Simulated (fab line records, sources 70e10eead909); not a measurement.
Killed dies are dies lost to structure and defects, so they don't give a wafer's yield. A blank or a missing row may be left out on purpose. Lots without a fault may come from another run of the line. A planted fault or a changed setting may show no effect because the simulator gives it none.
fab line records | flow nand_harc | part 2 of 2: steps 25 to 40 of 40
record lots=5 wafers=15 last_day=22
route steps=1159 shown A_STAIRCASE@645
lots that met no fault: from a run of the same line without faults
start_h: hours from the record's first day to the start of the lot's first wafer shown | wait_h: hours since the lot's step before | " the same as in the row above | L1.1+2: a row that stands for several wafers | - no value, or no start given | * or withheld: withheld | < > ~ a bound
route shown NAME@n: a module of which the file shows steps, and the number in the route of the first | usual: mean/standard deviation of fault-free wafers | same: alike in all rows | chamber/n: place in a boat | sites: the reading at each site | _std_site: their standard deviation | _edge_site: outer sites' mean less inner sites' | radius_mm: how far each site lies from the wafer's centre | mask NAME#n: copy n | behind: the tool/chamber that last shaped the wafer | hold: why the lot was held/for how many hours/how that ended | device: the transistor (n, p or np) that didn't switch | end of line: the same wafers' tests at the end of the route | a step without rows: its recipe alone | killed: dies lost to structure and defects at the first sort, not the wafer's yield | map: a wafer's dies, x killed, . not, _ none there
set.NAME: the setting as run; set.NAME@STEP: as run at that earlier step | model.NAME: the simulator's own value behind a step, which no gauge read
lots at some steps of the route; a table a step, a row a wafer
services: from which hour (start_h, from the record's first day; less than 0 if before it) a tool's chamber was out of use, for how many hours, and why
## steps
# step NHARC_A_STAIRCASE_STRIP_295
# recipe o2_flow_sccm=500 ar_flow_sccm=0 bias_w=0 chemistry=O2
# usual drypump_motor_current_A=5.5/0.41 oes_product_au=1.004/0.0094 rf_vpp_V=57.8/0.94 showerhead_plenum_p_Torr=3.48/0.12 throttle_valve_pct=17.037/0.0094
# columns lot.wafer tool chamber start_h wait_h drypump_motor_current_A oes_product_au rf_hours_counter_h rf_vpp_V showerhead_plenum_p_Torr throttle_valve_pct
L074.2 rie_diel-02 1 - - 5.5 1.002 33 59.4 3.59 17.040
L074.1 " 2 " " 5.2 1.007 35 58.7 3.29 17.048
L074.6 " 1 " " 5.5 1.016 - 58.9 3.59 17.044
L081.3 rie_diel-04 1 - - 4.9 1.022 60 57.9 3.53 17.045
L081.2 " 2 " " 5.9 1.028 61 57.0 3.49 17.036
L081.1 " 0 " " 5.6 1.001 57 59.1 3.52 17.047
L082.3 rie_diel-01 1 - - 4.8 0.999 56 57.5 3.29 17.038
L082.6 " 3 " " 5.4 0.993 - 57.7 3.57 17.036
L082.5 " 0 " " 5.9 1.013 - 57.2 3.30 17.051
L084.2 rie_diel-02 2 - - 5.2 1.003 61 57.0 3.28 17.019
L084.3 " 0 " " 6.0 1.003 53 59.5 3.48 17.037
L084.6 " 2 " " 5.3 1.012 - 58.2 3.28 17.052
L092.1 rie_diel-04 0 - - 5.6 1.004 26 56.4 3.51 17.036
L092.2 " 1 " " 4.9 1.002 23 58.6 3.52 17.037
L092.5 " 1 " " 4.9 1.012 - 57.8 3.52 17.052
# step NHARC_A_STAIRCASE_STRIP_296
# recipe time_s=900 temp_c=130 chemistry=SPM
# columns lot.wafer tool chamber start_h wait_h
L074.2+6+1 wet_bench-06 2,4,5 254.07 -
L081.3+1+2 wet_bench-09 6,7,1 284.54 -
L082.6+5+3 wet_bench-09 3,4,5 300.47 -
L084.3+2+6 wet_bench-06 1,2,5 320.70 -
L092.5+1+2 wet_bench-09 1,3,4 356.52 -
# step NHARC_A_STAIRCASE_PRECLEAN_297
# recipe time_s=* temp_c=50 bath_age_min=0 chemistry=SC1
# columns lot.wafer tool chamber start_h wait_h
L074.2+6+1 wet_bench-06 2,4,5 - -
L081.3+1+2 wet_bench-09 6,7,1 - -
L082.6+5+3 wet_bench-09 3,4,5 - -
L084.3+2+6 wet_bench-06 1,2,5 - -
L092.5+1+2 wet_bench-09 1,3,4 - -
# step NHARC_A_STAIRCASE_SRD_298
# columns lot.wafer tool chamber start_h wait_h
L074.2+6+1 wet_bench-06 2,4,5 - -
L081.3+1+2 wet_bench-09 6,7,1 - -
L082.6+5+3 wet_bench-09 3,4,5 - -
L084.3+2+6 wet_bench-06 1,2,5 - -
L092.5+1+2 wet_bench-09 1,3,4 - -
# step NHARC_A_STAIRCASE_HM_DEP_462
# recipe target_thk_a=8000 temp_c=400 material=aC
# usual throttle_valve_pct=35.002/0.008
# columns lot.wafer tool chamber start_h wait_h throttle_valve_pct
L074.1 acl_dep-03 0 255.93 1.4 34.997
L074.2 " 0 " " 34.996
L074.6 " 0 257.46 2.9 35.000
L081.1 acl_dep-02 0 285.06 0.1 35.006
L081.2 " 0 " " 35.013
L081.3 " 0 " " 35.000
L082.3 acl_dep-02 0 303.80 2.9 34.999
L082.5 " 0 " " 35.007
L082.6 " 0 " " 35.004
L084.2 acl_dep-01 0 321.85 0.7 35.002
L084.3 " 0 " " 35.009
L084.6 " 0 " " 35.021
L092.1 acl_dep-03 0 359.27 2.3 34.993
L092.2 " 0 " " 35.001
L092.5 " 0 " " 34.996
# step NHARC_A_STAIRCASE_DEP_301
# recipe target_thk_a=300 target_thk_nm=30 temp_c=400 pressure_torr=3.5 flow_sccm=200 rf_w=350 material=SiON
# usual heater_power_w=663/63 rf_fwd_power_W=348.3/1.1
# columns lot.wafer tool chamber start_h wait_h heater_power_w rf_fwd_power_W
L074.1 pecvd-02 0 258.13 1.9 698 347.6
L074.2 " 1 " " 659 350.0
L074.6 " 1 " " 662 349.1
L081.1 pecvd-02 1 287.09 1.7 748 350.4
L081.3 " 2 " " 618 348.3
L081.2 " 0 " " 730 348.4
L082.3 pecvd-01 2 305.07 1.0 698 346.4
L082.5 " 1 " " 783 348.4
L082.6 " 0 " " 708 347.8
L084.2 pecvd-01 1 323.42 1.3 817 348.4
L084.3 " 0 " " 719 347.4
L084.6 " 1 " " 790 346.3
L092.1 pecvd-02 0 361.15 1.6 626 347.6
L092.2 " 2 " " 563 348.7
L092.5 " 0 " " 640 349.2
# step NHARC_A_STAIRCASE_DEHYDRATE_302
# recipe temp_c=150 time_s=120
# columns lot.wafer tool chamber start_h wait_h
L074.1+2+6 litho_track-02 0 258.37 0.2
L081.1+2+3 litho_track-05 0 287.36 0.2
L082.3+5+6 litho_track-02 0 305.32 0.2
L084.2+3+6 litho_track-05 0 323.69 0.2
L092.1+2+5 litho_track-05 0 361.42 0.2
# step NHARC_A_STAIRCASE_HMDS_303
# recipe time_s=30
# columns lot.wafer tool chamber start_h wait_h
L074.1+2+6 litho_track-02 0 - -
L081.1+2+3 litho_track-05 0 - -
L082.3+5+6 litho_track-02 0 - -
L084.2+3+6 litho_track-05 0 - -
L092.1+2+5 litho_track-05 0 - -
# step NHARC_A_STAIRCASE_COAT_304
# recipe spin_rpm=1200
# columns lot.wafer tool chamber start_h wait_h
L074.1+2+6 litho_track-02 0 - -
L081.1+2+3 litho_track-05 0 - -
L082.3+5+6 litho_track-02 0 - -
L084.2+3+6 litho_track-05 0 - -
L092.1+2+5 litho_track-05 0 - -
# step NHARC_A_STAIRCASE_SOFTBAKE_305
# recipe temp_c=135 time_s=170
# columns lot.wafer tool chamber start_h wait_h
L074.1+2+6 litho_track-02 0 - -
L081.1+2+3 litho_track-05 0 - -
L082.3+5+6 litho_track-02 0 - -
L084.2+3+6 litho_track-05 0 - -
L092.1+2+5 litho_track-05 0 - -
# step NHARC_A_STAIRCASE_EBR_306
# columns lot.wafer tool chamber start_h wait_h
L074.1+2+6 litho_track-02 0 - -
L081.1+2+3 litho_track-05 0 - -
L082.3+5+6 litho_track-02 0 - -
L084.2+3+6 litho_track-05 0 - -
L092.1+2+5 litho_track-05 0 - -
# step NHARC_A_STAIRCASE_EXPOSE_307
# recipe na=0.5 dose_mj=45.72 mask_id=CHOP_50
# columns lot.wafer tool chamber start_h wait_h mask
L074.1+2+6 krf_scanner-03 0 258.70 - CHOP_50#0
L081.1+2+3 krf_scanner-01 0 287.70 - CHOP_50#0
L082.3+5+6 krf_scanner-01 0 305.54 - CHOP_50#0
L084.2+3+6 krf_scanner-01 0 324.03 - CHOP_50#0
L092.1+2+5 krf_scanner-03 0 361.62 - CHOP_50#0
# step NHARC_A_STAIRCASE_PEB_308
# recipe peb_temp_c=115 peb_time_s=130
# columns lot.wafer tool chamber start_h wait_h
L074.1+2+6 litho_track-07 0 258.77 0.1
L081.1+2+3 litho_track-07 0 287.76 0.1
L082.3+5+6 litho_track-07 0 305.59 0.1
L084.2+3+6 litho_track-05 0 324.09 0.1
L092.1+2+5 litho_track-07 0 361.70 0.1
# step NHARC_A_STAIRCASE_DEVELOP_309
# recipe time_s=140
# columns lot.wafer tool chamber start_h wait_h
L074.1+2+6 litho_track-07 0 - -
L081.1+2+3 litho_track-07 0 - -
L082.3+5+6 litho_track-07 0 - -
L084.2+3+6 litho_track-05 0 - -
L092.1+2+5 litho_track-07 0 - -
# step NHARC_A_STAIRCASE_HARDBAKE_311
# recipe temp_c=120 time_s=140
# columns lot.wafer tool chamber start_h wait_h
L074.1+2+6 litho_track-02 0 258.99 -
L081.1+2+3 litho_track-07 0 287.98 -
L082.3+5+6 litho_track-07 0 305.82 -
L084.2+3+6 litho_track-05 0 324.31 -
L092.1+2+5 litho_track-07 0 361.91 -
# step NHARC_A_STAIRCASE_DESCUM_312
# recipe time_s=3 o2_flow_sccm=200 ar_flow_sccm=0 bias_power_w=0 chemistry=O2
# usual drypump_motor_current_A=5.5/0.42 oes_product_au=1.004/0.01 rf_vpp_V=57.6/0.83 showerhead_plenum_p_Torr=1.89/0.081 throttle_valve_pct=11.311/0.0091
# columns lot.wafer tool chamber start_h wait_h drypump_motor_current_A oes_product_au rf_hours_counter_h rf_vpp_V showerhead_plenum_p_Torr throttle_valve_pct
L074.2 rie_diel-04 3 259.08 - 5.2 1.004 45 55.6 1.83 11.298
L074.1 " 2 " " 5.9 1.020 52 58.1 1.89 11.301
L074.6 " 0 " " 5.6 0.998 - 57.8 1.91 11.307
L081.2 rie_diel-04 2 288.08 - 5.8 1.017 63 58.9 1.89 11.320
L081.1 " 3 " " 5.3 1.012 57 56.6 1.83 11.298
L081.3 " 0 " " 5.6 0.999 58 57.8 1.91 11.317
L082.3 rie_diel-04 1 305.92 - 5.0 1.013 3 58.3 1.91 11.307
L082.5 " 3 " " 5.3 0.982 - 56.2 1.82 11.304
L082.6 " 0 " " 5.6 0.996 - 58.0 1.91 11.324
L084.2 rie_diel-04 3 324.48 - 5.2 0.993 7 57.3 1.82 11.301
L084.3 " 0 " " 5.6 1.001 9 57.5 1.91 11.315
L084.6 " 3 " " 5.3 0.988 - 57.7 1.82 11.310
L092.1 rie_diel-01 3 362.01 - 5.4 0.996 13 57.3 1.93 11.321
L092.2 " 1 " " 4.7 0.994 12 59.5 2.07 11.326
L092.5 " 3 " " 5.4 0.996 - 57.1 1.93 11.315
## services
# columns tool chamber start_h hours kind
acl_dep-03 - 224.58 13.0 pm
wet_bench-05 - 227.55 6.6 repair
rie_diel-02 3 229.59 5.3 repair
rie_diel-01 0 236.14 16.6 repair
litho_track-05 - 237.00 7.0 pm
pecvd-01 - 237.19 13.0 pm
krf_scanner-01 - 256.00 4.0 pm
pecvd-02 2 268.68 5.3 repair
krf_scanner-03 - 284.93 3.4 repair
wet_bench-09 - 288.80 8.0 pm
rie_diel-04 - 288.94 9.0 pm
acl_dep-01 - 290.17 0.2 repair
acl_dep-01 - 293.24 13.0 pm
wet_bench-06 - 305.60 8.0 pm
rie_diel-04 3 308.63 6.8 repair
rie_diel-01 - 315.80 9.0 pm
rie_diel-02 - 328.71 9.0 pm
pecvd-02 - 334.19 13.0 pm
plasma_asher-02 - 339.16 0.9 repair
krf_scanner-03 - 340.00 4.0 pm
litho_track-02 - 340.00 7.0 pm
acl_dep-02 - 350.55 13.0 pm
rie_diel-02 3 355.31 12.3 repair
rie_diel-04 3 359.07 13.1 repair
